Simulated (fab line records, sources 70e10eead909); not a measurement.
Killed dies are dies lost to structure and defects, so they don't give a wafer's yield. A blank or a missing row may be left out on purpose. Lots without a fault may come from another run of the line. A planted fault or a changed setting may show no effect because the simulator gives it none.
Which tool did it? | flow nand_harc | 11 lots, 33 wafers sampled, at 3 steps of a route of 1302

WHAT THE GAUGES READ, wafer by wafer
NHARC_A_STAIRCASE_INSPECT_155.
lot  | measured     | on                | raw_defect_count
L076 | day 20 00:54 | defect_inspect-01 | 448 349 370
L078 | day 20 13:44 | defect_inspect-01 | 408 418 407
L081 | day 22 06:36 | defect_inspect-01 | 287 230 180
L082 | day 22 14:22 | defect_inspect-02 | 435 653 458
L084 | day 23 00:11 | defect_inspect-01 | 383 374 652
L085 | day 23 19:44 | defect_inspect-02 | 286 219 178
L087 | day 24 21:19 | defect_inspect-02 | 445 507 554
L089 | day 25 06:19 | defect_inspect-01 | 866 430 364
L092 | day 25 20:08 | defect_inspect-01 | 470 387 464
L093 | day 26 20:44 | defect_inspect-02 | 269 332 238
L094 | day 28 02:55 | defect_inspect-01 | 416 513 509

WHICH TOOL RAN EACH LOT (tool, then ch and the chambers of the sampled wafers, then the start)
lot  | NHARC_A_STAIRCASE_STRIP_476        | NHARC_A_STAIRCASE_DEP_151
L076 | rie_diel-12 ch 1,2, day 18 00:56   | pecvd-01 ch 0,2, day 18 12:08
L078 | rie_diel-12 ch 0,1, day 18 15:16   | pecvd-01 ch 0,1,2, day 19 05:05
L081 | rie_diel-12 ch 1,3, day 20 01:14   | pecvd-04 ch 0,1,2, day 20 12:16
L082 | rie_diel-06 ch 1,2,3, day 20 09:02 | pecvd-01 ch 1,2, day 20 21:31
L084 | rie_diel-06 ch 1,2, day 21 00:47   | pecvd-01 ch 0,2, day 21 11:56
L085 | rie_diel-12 ch 0,1, day 21 22:12   | pecvd-01 ch 0,1,2, day 22 09:26
L087 | rie_diel-12 ch 1,2,3, day 23 03:39 | pecvd-01 ch 0,2, day 23 14:46
L089 | rie_diel-06 ch 0,3, day 23 14:13   | pecvd-01 ch 0,2, day 24 02:05
L092 | rie_diel-06 ch 0,1,3, day 24 01:43 | pecvd-04 ch 1,2, day 24 13:20
L093 | rie_diel-06 ch 0,1,2, day 25 02:22 | pecvd-04 ch 0,1,2, day 25 13:25
L094 | rie_diel-12 ch 1,2, day 26 02:56   | pecvd-04 ch 0,1,2, day 26 18:03
- NHARC_A_STAIRCASE_STRIP_476: strips in O2, time 20 s.
- NHARC_A_STAIRCASE_DEP_151: deposits SiO2, target thk 7200 nm.

THE ANSWER, worked out from the rows above alone
Rule: what is usual is taken from the lots themselves. Put in order of their means at a reading, lots are off if they are a third of the lots or fewer, leave a main group of 4 or more, and stand apart from it by a gap of 3 or more times the standard deviation of the main group's means; of several such gaps the widest counts. A main group whose means are all the same, to the digits that the tables above print for the reading, isn't used. A lot without any number at a reading at which 4 lots or more have one is off too. The other lots that the step has rows for count as sound.
No lot is off at any reading shown: from this, nothing can be told.

WHAT THE SIMULATOR HAD PUT IN
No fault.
